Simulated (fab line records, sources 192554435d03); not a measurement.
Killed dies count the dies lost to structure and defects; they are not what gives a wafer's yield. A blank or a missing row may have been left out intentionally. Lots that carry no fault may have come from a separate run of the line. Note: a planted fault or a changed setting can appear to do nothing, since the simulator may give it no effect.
Struck lot and sound lot, side by side -- flow n5Finfet -- 39 steps out of a route of 1938
Sound: the wafers L289.3, L289.4, L289.5. Struck: wafer L282.4 (L282.1, L282.3, from the same lot, were not struck and are left out); the cause is given at the end.
At each step with rows: each side's tool, then ch and its chambers, then its first start. Under that, the readings that differ: sound wafers -- struck wafers -- difference of the means -- sigmas: that difference in standard deviations of wafers without a fault.
alike: a reading whose means differ by less than 2 such deviations, as well as words and numbers matching on both sides. not compared: withheld readings; readings where some wafer has no value; bounds like >300 that might hide an equal value; numbers whose values overlap and for which the record gives no deviation.
A row with sigmas, a row that says differs or no value, or rows on one side alone: a step with any of these is where the two part. When numbers do not overlap yet have no deviation, they are printed without sigmas and do not part them. A reading missing from all wafers of one side parts the sides only when that side holds two or more wafers.

first, 9 steps without rows for these wafers: N5_BEOL_M4_ANNEAL_95 (time 240 s); N5_BEOL_M4_SPUTTER_96 (material Cu, target thk 4.5 nm, time 8.29 s); N5_BEOL_M4_ECD_50 (material Cu, target thk 300 nm); N5_BEOL_M4_ANNEAL_51 (time 90 s); N5_BEOL_M4_CMP_52 (polishes, stops on SiOC, t overpolish 6.8 s, target thk 40 nm); N5_BEOL_M4_PRE_CLEAN_60 (time 15 s); N5_BEOL_M4_CO_CAP_55 (material Co, precursor CCTBA/H2, target thk 2 nm, time 102.1 s); N5_BEOL_M4_PRE_CLEAN_56 (time 15 s); N5_BEOL_M4_DEP_57 (deposits SiCN from 3MS/NH3, target thk 8 nm, time 14 s).
N5_BEOL_M4_RC_MEAS_101:
  sound on prober-01 ch 0, day 20 12:20; struck on prober-01 ch 0, day 17 20:22
  alike: DIBL_N, DIBL_P, IOFF_N, IOFF_P, ION_N, ION_P, SS_N, SS_P, VT_N, VT_P
then, 24 steps without rows for these wafers: N5_BEOL_M5_ILD_DEP_00 (deposits SiCOH lowk from DEMS/porogen, target thk 140.64 nm, time 25.9 s); N5_BEOL_M5_CURE_79 (cures SiCOH lowk, time 240 s); N5_BEOL_M5_PECVD_70 (deposits SiO2 from TEOS/O2, target thk 16 nm, time 18 s); N5_BEOL_M5_HM_DEP_02 (deposits TiN, target thk 20 nm); N5_BEOL_M5_COAT_59 (time 60 s, resist thk 60 nm); N5_BEOL_M5_COAT_60 (time 60 s, resist thk 12 nm); N5_BEOL_M5_COAT_71 (time 60 s, resist thk 5 nm); N5_BEOL_M5_COAT_05 (resist thk 30 nm); N5_BEOL_M5_EBR_07; N5_BEOL_M5_SOFTBAKE_06 (time 60 s); N5_BEOL_M5_EXPOSE_08 (exposes mask M5, target cd 28 nm); N5_BEOL_M5_PEB_09 (peb time 60 s); N5_BEOL_M5_DEVELOP_10 (develop time 30 s); N5_BEOL_M5_DESCUM_16 (chemistry O2, time 7 s); N5_BEOL_M5_ETCH_72 (etches underlayer in N2/H2, target depth 6.5 nm, time 5.2 s); N5_BEOL_M5_ETCH_61 (etches SiARC in CF4, target depth 15.6 nm, time 26 s); N5_BEOL_M5_ETCH_62 (etches SOC in N2/H2, target depth 75 nm, overetch 15 nm, time 112.5 s); N5_BEOL_M5_STRIP_63 (strips in N2/H2); N5_BEOL_M5_STRIP_73 (strips in N2/H2); N5_BEOL_M5_STRIP_64 (strips in CF4); N5_BEOL_M5_HM_OPEN_17 (chemistry Cl2/BCl3, target TiN, target depth 20 nm, overetch 6 nm); N5_BEOL_M5_STRIP_19 (strips in O2); N5_BEOL_M5_COAT_65 (time 60 s, resist thk 60 nm); N5_BEOL_M5_COAT_66 (time 60 s, resist thk 12 nm).
N5_BEOL_M8_EXPOSE_25: exposes mask V7, target cd 40 nm.
  sound on euvScanner-01 ch 0, day 21 22:50; struck on euvScanner-02 ch 0, day 19 15:12
  alike: mask
N5_BEOL_M8_CD_MEAS_28: the cd target is 40 nm.
  sound on cdSem-03 ch 0, day 21 22:57; struck on cdSem-01 ch 0, day 19 15:20
reading,sound,struck,difference,sigmas
cdNm (nm),40.01 40.01 40.01,29.17,-10.84,-45
N5_BEOL_M8_DESCUM_33: chemistry O2, time 7 s.
  sound on rieDiel-03 ch 0,1,3, day 21 23:19; struck on rieDiel-02 ch 3, day 19 15:29
reading,sound,struck,difference,sigmas
model.BEOL_M8.cdNm (nm),40 40.2 40.2,29.2,-10.9,
  alike: drypumpMotorCurrentA, oesProductAu, rfVppV, showerheadPlenumPTorr, throttleValvePct
  not compared: rfHoursCounterH
N5_BEOL_M8_VIA_ETCH_34: etches SiCOH lowk in C4F6/O2, target depth 125.5 nm, time 50.5 s.
  sound on rieDiel-03 ch 0,1,3, day 21 23:29; struck on rieDiel-02 ch 3, day 19 15:40
reading,sound,struck,difference,sigmas
model.BEOL_M8.cdNm (nm),40 40.4 40,29,-11,
  alike: drypumpMotorCurrentA, oesProductAu, rfVppV, showerheadPlenumPTorr, throttleValvePct
  not compared: rfHoursCounterH
-- a jump in the record: the struck wafers' starts before and after are 3 days apart (it breaks off in module BEOL_M8 and resumes in module PASSIVATION, where the first step shown is number 1936 of the route) --
N5_PASSIVATION_PROBE_49:
  record: rows for the struck wafers here (prober-01, day 22 20:35), none for the sound ones

## WHERE THEY PART
Earliest at N5_BEOL_M8_CD_MEAS_28; latest, in this record, at N5_PASSIVATION_PROBE_49.

WHY: what had been put in by the simulator
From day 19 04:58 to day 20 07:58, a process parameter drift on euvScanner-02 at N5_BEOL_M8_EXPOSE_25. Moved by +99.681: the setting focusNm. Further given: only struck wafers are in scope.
